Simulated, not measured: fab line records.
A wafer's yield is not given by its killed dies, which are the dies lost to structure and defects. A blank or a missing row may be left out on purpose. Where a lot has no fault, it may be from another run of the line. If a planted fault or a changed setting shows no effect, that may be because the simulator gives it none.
fab line records ; flow n5_finfet
[record] lots = 9; wafers = 26; last_day = 19
route steps=1938 shown BEOL_M4@1096 BEOL_M5@1115 PASSIVATION@1936
lots that met no fault: from a run of the same line without faults
start_h: start of the lot's first displayed wafer, in hours after the record's first day ; wait_h: hours from the lot's prior step to this one ; " the same as in the row above ; L1.1+2: a single row standing in for several wafers ; - either no value or no given start ; * or withheld: withheld ; < > ~ a bound
route shown NAME@n: names a module that has steps shown in the file, with the first one's number in the route ; usual: mean and standard deviation over wafers with no fault ; same: alike in all rows ; chamber/n: place in a boat ; sites: readings site by site ; _std_site: standard deviation across them ; _edge_site: outer sites' mean less inner sites' ; radius_mm: for every site, how far away it sits from the centre of the wafer ; mask NAME#n: copy n ; behind: the last tool/chamber to shape the wafer ; hold: cause of the lot's hold/its duration in hours/its outcome ; device: which transistor (n, p or np) failed to switch ; end of line: the same wafers' tests at the end of the route ; a step given without rows: its recipe and nothing more ; killed: dies that structure and defects cost at the first sort, which is not the same as the wafer's yield ; map: a wafer's dies, x killed, . not, _ none there
set.NAME: setting as actually run; set.NAME@STEP: the setting as run at that earlier step ; model.NAME: the simulator's own value behind a step, which no gauge read
the route's steps for a sample of lots (tables are steps, rows are wafers)
services: from which hour (start_h, from the record's first day; less than 0 if before it) a tool's chamber was out of use, for how many hours, and why
[[steps]]
[step N5_BEOL_M4_SPUTTER_92]
[recipe] material = Cu; target_thk_a = 45; temp_c = -20; chamber_pressure_pa = 0.07; power_w = withheld; time_s = 8.29
[usual] throttle_valve_pct = 29.6/1
lot.wafer;tool;chamber;start_h;wait_h;throttle_valve_pct
L142.2;pvd_sputter-02;-;200.84;0.1;29.8
L142.3;pvd_sputter-02;-;200.84;0.1;28.7
L140.1;pvd_sputter-03;-;202.79;0.1;29.4
L140.3;pvd_sputter-03;-;202.79;0.1;29.9
L140.5;pvd_sputter-03;-;202.79;0.1;30.5
L141.1;pvd_sputter-02;-;205.89;0.1;30.6
L141.4;pvd_sputter-02;-;205.89;0.1;28.7
L141.6;pvd_sputter-02;-;205.89;0.1;28.2
L147.1;pvd_sputter-02;-;234.16;0.1;29.4
L147.4;pvd_sputter-02;-;234.16;0.1;30.4
L147.6;pvd_sputter-02;-;234.16;0.1;28.7
L155.2;pvd_sputter-02;-;297.90;0.1;28.9
L155.3;pvd_sputter-02;-;297.90;0.1;28.4
L155.5;pvd_sputter-02;-;297.90;0.1;28.5
L157.1;pvd_sputter-03;-;301.12;0.1;30.1
L157.4;pvd_sputter-03;-;301.12;0.1;29.4
L157.6;pvd_sputter-03;-;301.12;0.1;28.2
L160.3;pvd_sputter-03;-;314.36;0.1;30.0
L160.5;pvd_sputter-03;-;314.36;0.1;30.2
L160.6;pvd_sputter-03;-;314.36;0.1;30.0
L162.3;pvd_sputter-03;-;336.44;0.1;29.5
L162.4;pvd_sputter-03;-;336.44;0.1;28.2
L162.5;pvd_sputter-03;-;336.44;0.1;30.1
L163.1;pvd_sputter-02;-;339.47;0.1;28.4
L163.3;pvd_sputter-02;-;339.47;0.1;28.9
L163.4;pvd_sputter-02;-;339.47;0.1;29.7
[step N5_BEOL_M4_CO_CAP_55]
[recipe] material = Co; target_thk_a = 20; temp_c = 200; precursor = CCTBA/H2; pressure_torr = 30; time_s = 102.1
[usual] heater_power_w = 249/23
lot.wafer;tool;chamber;start_h;wait_h;heater_power_w
L142.2;cvd_co-01;1;202.16;0.0;293
L142.3;cvd_co-01;2;202.16;0.0;221
L140.1;cvd_co-01;2;204.78;0.0;227
L140.3;cvd_co-01;0;204.78;0.0;272
L140.5;cvd_co-01;1;204.78;0.0;282
L141.1;cvd_co-02;0;207.46;0.0;249
L141.4;cvd_co-02;0;207.46;0.0;250
L141.6;cvd_co-02;2;207.46;0.0;232
L147.1;cvd_co-02;2;235.46;0.0;229
L147.4;cvd_co-02;2;235.46;0.0;233
L147.6;cvd_co-02;1;235.46;0.0;224
L155.2;cvd_co-02;2;299.20;0.0;226
L155.3;cvd_co-02;0;299.20;0.0;256
L155.5;cvd_co-02;2;299.20;0.0;227
L157.1;cvd_co-01;1;302.42;0.0;280
L157.4;cvd_co-01;2;302.42;0.0;223
L157.6;cvd_co-01;0;302.42;0.0;274
L160.3;cvd_co-01;0;315.67;0.0;270
L160.5;cvd_co-01;0;315.67;0.0;276
L160.6;cvd_co-01;2;315.67;0.0;228
L162.3;cvd_co-01;0;337.80;0.1;270
L162.4;cvd_co-01;2;337.80;0.1;233
L162.5;cvd_co-01;0;337.80;0.1;271
L163.1;cvd_co-01;2;340.80;0.0;227
L163.3;cvd_co-01;0;340.80;0.0;272
L163.4;cvd_co-01;2;340.80;0.0;230
[step N5_BEOL_M4_RS_MEAS_58]
[recipe] thk_meas_gauge = four-point-probe; reads = Co_of_BEOL_M4_CO_CAP_55+Cu_of_BEOL_M4_ECD_50+Co_of_BEOL_M4_CVD_47+TaN_of_BEOL_M4_ALD_84
[usual] M4_RS = 0.682/0.029
lot.wafer;tool;chamber;start_h;wait_h;M4_RS[ohm/sq]
L142.2;film_metro-02;-;202.34;0.1;0.638
L142.3;film_metro-02;-;202.34;0.1;0.711
L140.1;film_metro-02;-;204.96;0.0;0.669
L140.3;film_metro-02;-;204.96;0.0;0.685
L140.5;film_metro-02;-;204.96;0.0;0.688
L141.1;film_metro-02;-;207.65;0.0;0.682
L141.4;film_metro-02;-;207.65;0.0;0.682
L141.6;film_metro-02;-;207.65;0.0;0.646
L147.1;film_metro-01;-;235.64;0.0;0.672
L147.4;film_metro-01;-;235.64;0.0;0.664
L147.6;film_metro-01;-;235.64;0.0;0.638
L155.2;film_metro-02;-;299.40;0.1;0.728
L155.3;film_metro-02;-;299.40;0.1;0.693
L155.5;film_metro-02;-;299.40;0.1;0.675
L157.1;film_metro-02;-;302.60;0.0;0.657
L157.4;film_metro-02;-;302.60;0.0;0.669
L157.6;film_metro-02;-;302.60;0.0;0.667
L160.3;film_metro-02;-;315.85;0.1;0.645
L160.5;film_metro-02;-;315.85;0.1;0.654
L160.6;film_metro-02;-;315.85;0.1;0.625
L162.3;film_metro-02;-;337.98;0.1;0.699
L162.4;film_metro-02;-;337.98;0.1;0.668
L162.5;film_metro-02;-;337.98;0.1;0.660
L163.1;film_metro-02;-;341.04;0.1;0.746
L163.3;film_metro-02;-;341.04;0.1;0.704
L163.4;film_metro-02;-;341.04;0.1;0.723
[step N5_BEOL_M4_INSPECT_59]
[recipe] inspect_instrument = darkfield; mode = post_dep
[usual] raw_defect_count = 74/28
lot.wafer;tool;chamber;start_h;wait_h;raw_defect_count
L142.2;defect_inspect-01;-;202.37;0.0;57
L142.3;defect_inspect-01;-;202.37;0.0;39
L140.1;defect_inspect-02;-;204.99;0.0;69
L140.3;defect_inspect-02;-;204.99;0.0;160
L140.5;defect_inspect-02;-;204.99;0.0;105
L141.1;defect_inspect-01;-;207.67;0.0;44
L141.4;defect_inspect-01;-;207.67;0.0;39
L141.6;defect_inspect-01;-;207.67;0.0;41
L147.1;defect_inspect-01;-;235.67;0.0;44
L147.4;defect_inspect-01;-;235.67;0.0;108
L147.6;defect_inspect-01;-;235.67;0.0;101
L155.2;defect_inspect-02;-;299.42;0.0;774
L155.3;defect_inspect-02;-;299.42;0.0;68
L155.5;defect_inspect-02;-;299.42;0.0;729
L157.1;defect_inspect-02;-;302.63;0.0;104
L157.4;defect_inspect-02;-;302.63;0.0;92
L157.6;defect_inspect-02;-;302.63;0.0;96
L160.3;defect_inspect-02;-;315.88;0.0;111
L160.5;defect_inspect-02;-;315.88;0.0;123
L160.6;defect_inspect-02;-;315.88;0.0;172
L162.3;defect_inspect-02;-;338.01;0.0;56
L162.4;defect_inspect-02;-;338.01;0.0;79
L162.5;defect_inspect-02;-;338.01;0.0;79
L163.1;defect_inspect-02;-;341.07;0.0;65
L163.3;defect_inspect-02;-;341.07;0.0;134
L163.4;defect_inspect-02;-;341.07;0.0;76
[step N5_BEOL_M4_RC_MEAS_101]
[usual] DIBL_N = 36.0/2.2; DIBL_P = 36.2/2.4; IOFF_N = 0.16/0.035; IOFF_P = 0.21/0.037; ION_N = 672/13; ION_P = 461/7; SS_N = 71.4/0.69; SS_P = 73.2/0.75; VT_N = 250/3.4; VT_P = -251/3
lot.wafer;tool;chamber;start_h;wait_h;DIBL_N[mV/V];DIBL_P[mV/V];IOFF_N[nA/um];IOFF_P[nA/um];ION_N[uA/um];ION_P[uA/um];SS_N[mV/dec];SS_P[mV/dec];VT_N[mV];VT_P[mV]
L142.2;prober-01;0;202.54;0.2;38.5;37.1;0.18;0.22;671;458;72.7;73.8;247;-250
L142.3;prober-01;0;202.54;0.2;39.2;37.9;0.21;0.24;679;458;71.8;73.9;248;-246
L140.1;prober-01;0;205.02;0.0;33.9;34.2;0.12;0.17;659;451;71.3;73.7;252;-257
L140.3;prober-01;0;205.02;0.0;35.4;35.7;0.16;0.19;677;457;71.1;73.4;250;-253
L140.5;prober-01;0;205.02;0.0;35.7;36.5;0.17;0.21;694;467;70.8;73.6;246;-252
L141.1;prober-02;0;207.70;0.0;33.4;33.8;0.13;0.17;678;460;70.8;72.1;252;-251
L141.4;prober-02;0;207.70;0.0;30.8;32.2;0.10;0.16;659;462;70.2;72.1;257;-254
L141.6;prober-02;0;207.70;0.0;33.7;34.7;0.14;0.19;679;465;70.8;72.4;249;-253
L147.1;prober-02;0;235.70;0.0;34.2;33.5;0.13;0.18;675;465;70.3;72.5;252;-250
L147.4;prober-02;0;235.70;0.0;36.7;37.9;0.18;0.24;684;471;71.8;73.6;246;-246
L147.6;prober-02;0;235.70;0.0;36.2;36.5;0.16;0.22;683;460;70.8;73.1;249;-250
L155.2;prober-02;0;299.60;0.2;35.1;36.3;0.15;0.22;664;461;71.1;73.1;248;-250
L155.3;prober-02;0;299.60;0.2;35.3;35.5;0.15;0.19;677;457;70.9;73.1;251;-252
L155.5;prober-02;0;299.60;0.2;35.8;37.0;0.16;0.23;677;463;71.8;73.0;250;-248
L157.1;prober-01;0;302.65;0.0;36.3;34.9;0.13;0.19;659;452;71.5;73.4;252;-250
L157.4;prober-01;0;302.65;0.0;32.1;30.5;0.09;0.14;651;450;69.7;72.0;258;-256
L157.6;prober-01;0;302.65;0.0;32.0;30.6;0.09;0.14;647;452;69.8;71.9;259;-254
L160.3;prober-01;0;316.21;0.3;36.3;35.8;0.16;0.18;681;460;71.5;72.7;248;-254
L160.5;prober-01;0;316.21;0.3;36.5;36.5;0.16;0.19;684;460;71.9;73.1;253;-252
L160.6;prober-01;0;316.21;0.3;39.1;39.1;0.21;0.23;696;462;71.9;73.3;245;-251
L162.3;prober-02;0;338.34;0.3;37.0;38.6;0.19;0.23;689;460;71.7;74.1;247;-250
L162.4;prober-02;0;338.34;0.3;37.4;39.4;0.20;0.23;696;470;72.3;73.4;247;-251
L162.5;prober-02;0;338.34;0.3;35.2;37.4;0.17;0.21;681;468;71.6;73.8;250;-251
L163.1;prober-01;0;341.10;0.0;36.0;35.5;0.14;0.20;676;466;70.8;73.0;251;-249
L163.3;prober-01;0;341.10;0.0;37.5;37.4;0.18;0.24;682;473;71.7;73.2;249;-247
L163.4;prober-01;0;341.10;0.0;36.2;36.2;0.16;0.21;678;466;71.3;73.0;250;-248
[step N5_BEOL_M5_PECVD_70]
[recipe] material = SiO2; target_thk_a = 160; temp_c = 400; precursor = TEOS/O2; pressure_torr = 5.5; rf_w = 450; teos_flow_sccm = 53.8; gas = O2; flow_sccm = 3000; time_s = 18
[usual] heater_power_w = 777/150; showerhead_plenum_p_Torr = 8.77/0.082; throttle_valve_pct = 21.9/0.92
lot.wafer;tool;chamber;start_h;wait_h;heater_power_w;showerhead_plenum_p_Torr;throttle_valve_pct
L142.2;pecvd-01;2;204.45;0.0;922;8.76;21.2
L142.3;pecvd-01;1;204.45;0.0;579;8.87;22.6
L140.1;pecvd-01;1;206.59;0.0;597;8.88;22.4
L140.3;pecvd-01;1;206.59;0.0;610;8.86;22.4
L140.5;pecvd-01;2;206.59;0.0;1040;8.77;21.1
L141.1;pecvd-02;1;209.27;0.0;686;8.81;22.6
L141.4;pecvd-02;1;209.27;0.0;674;8.81;22.6
L141.6;pecvd-02;1;209.27;0.0;688;8.81;22.7
L147.1;pecvd-02;1;237.29;0.0;613;8.83;22.9
L147.4;pecvd-02;0;237.29;0.0;868;8.66;21.0
L147.6;pecvd-02;0;237.29;0.0;879;8.67;21.0
L155.2;pecvd-02;2;301.88;0.0;911;8.68;22.5
L155.3;pecvd-02;0;301.88;0.0;737;8.68;21.0
L155.5;pecvd-02;1;301.88;0.0;721;8.81;23.0
L157.1;pecvd-04;2;304.23;0.0;733;8.86;21.4
L157.4;pecvd-04;0;304.23;0.0;693;8.78;21.0
L157.6;pecvd-04;2;304.23;0.0;720;8.85;21.3
L160.3;pecvd-01;1;317.48;0.0;639;8.86;22.5
L160.5;pecvd-01;0;317.48;0.0;681;8.91;21.1
L160.6;pecvd-01;2;317.48;0.0;981;8.76;21.2
L162.3;pecvd-01;2;339.63;0.0;1023;8.76;21.5
L162.4;pecvd-01;0;339.63;0.0;832;8.87;21.1
L162.5;pecvd-01;1;339.63;0.0;642;8.85;22.5
L163.1;pecvd-02;2;342.67;0.0;983;8.66;22.1
L163.3;pecvd-02;2;342.67;0.0;989;8.67;22.2
L163.4;pecvd-02;0;342.67;0.0;773;8.68;21.2
[step N5_BEOL_M5_INSPECT_13]
[recipe] mode = adi; inspect_instrument = brightfield
[usual] raw_defect_count = 434/90
lot.wafer;tool;chamber;start_h;wait_h;raw_defect_count
L142.2;defect_inspect-02;-;205.04;0.0;598
L142.3;defect_inspect-02;-;205.04;0.0;710
L140.1;defect_inspect-01;-;207.71;0.1;301
L140.3;defect_inspect-01;-;207.71;0.1;477
L140.5;defect_inspect-01;-;207.71;0.1;340
L141.1;defect_inspect-02;-;212.79;0.1;480
L141.4;defect_inspect-02;-;212.79;0.1;404
L141.6;defect_inspect-02;-;212.79;0.1;375
L147.1;defect_inspect-01;-;238.86;0.1;391
L147.4;defect_inspect-01;-;238.86;0.1;504
L147.6;defect_inspect-01;-;238.86;0.1;616
L155.2;defect_inspect-02;-;303.22;0.0;1057
L155.3;defect_inspect-02;-;303.22;0.0;396
L155.5;defect_inspect-02;-;303.22;0.0;947
L157.1;defect_inspect-01;-;306.79;0.1;459
L157.4;defect_inspect-01;-;306.79;0.1;513
L157.6;defect_inspect-01;-;306.79;0.1;434
L160.3;defect_inspect-02;-;318.50;0.0;482
L160.5;defect_inspect-02;-;318.50;0.0;567
L160.6;defect_inspect-02;-;318.50;0.0;585
L162.3;defect_inspect-01;-;340.90;0.0;441
L162.4;defect_inspect-01;-;340.90;0.0;462
L162.5;defect_inspect-01;-;340.90;0.0;389
L163.1;defect_inspect-02;-;343.69;0.1;420
L163.3;defect_inspect-02;-;343.69;0.1;572
L163.4;defect_inspect-02;-;343.69;0.1;404
[step N5_PASSIVATION_PROBE_49]
[usual] defect_limited_yield = 91.2/1.4; killed_at_M0_to_M3 = 34/9.4; killed_at_M4_up = 14/5.6; killed_at_contacts = 13/7.8; killed_at_front_end = 37/10; killed_at_other = 4/3.3; killed_dies = 103/17; killed_on_rim = 14/3.5; killed_open = 68/13; killed_short = 33/8.2; sort_bin_5_function = 5.1/0.92; sort_bin_6_memory = 3.3/0.71; sort_bin_8_speed = 0.01/0.043; sort_n_pass = 1077/17; sort_yield_pct = 91.2/1.4
[same] gross_dies = 1180; killed_at_back_side = 0; sort_bin_4_leakage[%] = 0
lot.wafer;tool;chamber;start_h;wait_h;defect_limited_yield[%];killed_at_M0_to_M3;killed_at_M4_up;killed_at_contacts;killed_at_front_end;killed_at_other;killed_dies;killed_on_rim;killed_open;killed_short;sort_bin_5_function[%];sort_bin_6_memory[%];sort_bin_8_speed[%];sort_n_pass;sort_yield_pct[%]
L147.1;prober-02;-;343.83;0.0;91.3;24;25;16;33;5;103;11;72;31;5.5;3.1;0;1077;91.3
L147.4;prober-02;-;343.98;0.2;91.1;29;16;15;39;6;105;12;65;39;4.9;3.8;0;1075;91.1
L147.6;prober-02;-;344.08;0.3;92.7;32;11;3;36;4;86;12;53;32;4.4;2.4;0;1094;92.7
L155.2;prober-01;-;409.92;0.1;82.7;32;124;9;38;1;204;26;64;26;10.2;4.2;0;976;82.7
L155.3;prober-01;-;409.97;0.1;90.0;32;18;9;53;6;118;22;71;47;6.2;3.5;0;1062;90.0
L155.5;prober-01;-;410.07;0.2;84.2;28;123;5;31;0;187;29;47;20;9.7;3.2;0;993;84.2
// killed by level:class
L147.1 MOL_CONTACT_COAG:geometric_particle:open=15 BEOL_M0_SAQP:geometric_particle:short=8 STI_FIN_REVEAL:geometric_particle:open=7 FIN_SAQP:geometric_particle:short=6 BEOL_M5:geometric_particle:open=6 GATE_CUT:geometric_particle:short=5 BEOL_M0_SAQP:geometric_particle:open=5 BEOL_M7:geometric_particle:open=5
L147.4 BEOL_M0_SAQP:geometric_particle:open=14 MOL_CONTACT_COAG:geometric_particle:open=9 FIN_SAQP:geometric_particle:short=7 STI_FIN_REVEAL:geometric_particle:open=7 BEOL_M2:geometric_particle:open=7 MOL_CONTACT_COAG:geometric_particle:short=6 BEOL_M4:geometric_particle:open=6 FIN_SAQP:geometric_particle:open=5
L147.6 BEOL_M0_SAQP:geometric_particle:short=11 STI_FIN_REVEAL:geometric_particle:open=10 BEOL_M0_SAQP:geometric_particle:open=7 GATE_CUT:geometric_particle:short=6 FIN_SAQP:geometric_particle:open=5 BEOL_M1:geometric_particle:open=5 BEOL_M2:geometric_particle:open=4 BEOL_M4:geometric_particle:open=4
L155.2 BEOL_M4:unspecified=112 STI_FIN_REVEAL:geometric_particle:open=13 BEOL_M2:geometric_particle:open=10 MOL_CONTACT_COAG:geometric_particle:open=8 BEOL_M4:geometric_particle:open=5 BEOL_M0_SAQP:geometric_particle:open=5 BEOL_M0_SAQP:geometric_particle:short=5 FIN_SAQP:geometric_particle:open=4
L155.3 FIN_SAQP:geometric_particle:open=13 STI_FIN_REVEAL:geometric_particle:open=10 BEOL_M0_SAQP:geometric_particle:short=10 FIN_SAQP:geometric_particle:short=6 GATE_CUT:geometric_particle:short=6 MOL_CONTACT_COAG:geometric_particle:short=5 BEOL_M1:geometric_particle:open=5 BEOL_M8:geometric_particle:open=5
L155.5 BEOL_M4:unspecified=116 STI_FIN_REVEAL:geometric_particle:open=7 BEOL_M0_SAQP:geometric_particle:open=7 BEOL_M1:geometric_particle:open=6 FIN_SAQP:geometric_particle:short=5 MOL_CONTACT_COAG:geometric_particle:open=5 BEOL_M1:geometric_particle:short=5 FIN_SAQP:geometric_particle:open=4
[[services]]
tool;chamber;start_h;hours;kind
pvd_sputter-02;-;183.42;2.3;repair
pecvd-04;0;185.76;4.8;repair
pecvd-01;-;188.11;1.8;repair
pecvd-02;0;192.78;19.7;repair
pecvd-01;0;206.51;20.5;repair
pecvd-02;2;212.45;-;clean
pecvd-02;2;212.45;-;consumable_replace:showerhead
pecvd-02;2;212.45;29.0;scheduled_down
pecvd-02;2;212.45;29.0;vent_cycle
pecvd-01;2;217.49;2.1;scheduled_down
pecvd-04;-;224.36;1.5;repair
pecvd-04;-;305.66;14.0;repair
pecvd-02;1;324.87;29.1;repair
cvd_co-02;-;326.75;0.5;repair
pecvd-01;1;331.69;-;calibration
cvd_co-01;1;333.40;-;clean
cvd_co-01;1;333.40;22.0;scheduled_down
cvd_co-01;1;333.40;22.0;vent_cycle
pecvd-01;0;340.13;6.7;repair
[[key]]
[first_sign] step = N5_BEOL_M4_INSPECT_59; reading = raw_defect_count; direction = up; sigmas = 24; usual = 74; struck = 752
[effect] step = N5_BEOL_M5_INSPECT_13; reading = raw_defect_count; direction = up; sigmas = 6.3; usual = 434; struck = 1002
[effect] step = N5_PASSIVATION_PROBE_49; reading = killed_at_M4_up; direction = up; sigmas = 20; usual = 14; struck = 124
[more_kills_born_at] N5_BEOL_M4_CO_CAP_55@cvd_co-02 = 228
met_at N5_BEOL_M4_CO_CAP_55
struck_lots L155
struck_wafers L155.2,L155.5
not_acting_at N5_BEOL_M4_SPUTTER_92,N5_BEOL_M4_RS_MEAS_58,N5_BEOL_M5_PECVD_70
onset_between 235.46 299.20
[fault] kind = chamber_particle_source; tool = cvd_co-02; chamber = 2; onset_h = 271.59; steps = N5_BEOL_M4_CO_CAP_55; rate_per_visit_cm2 = 1.0103; end_h = 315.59
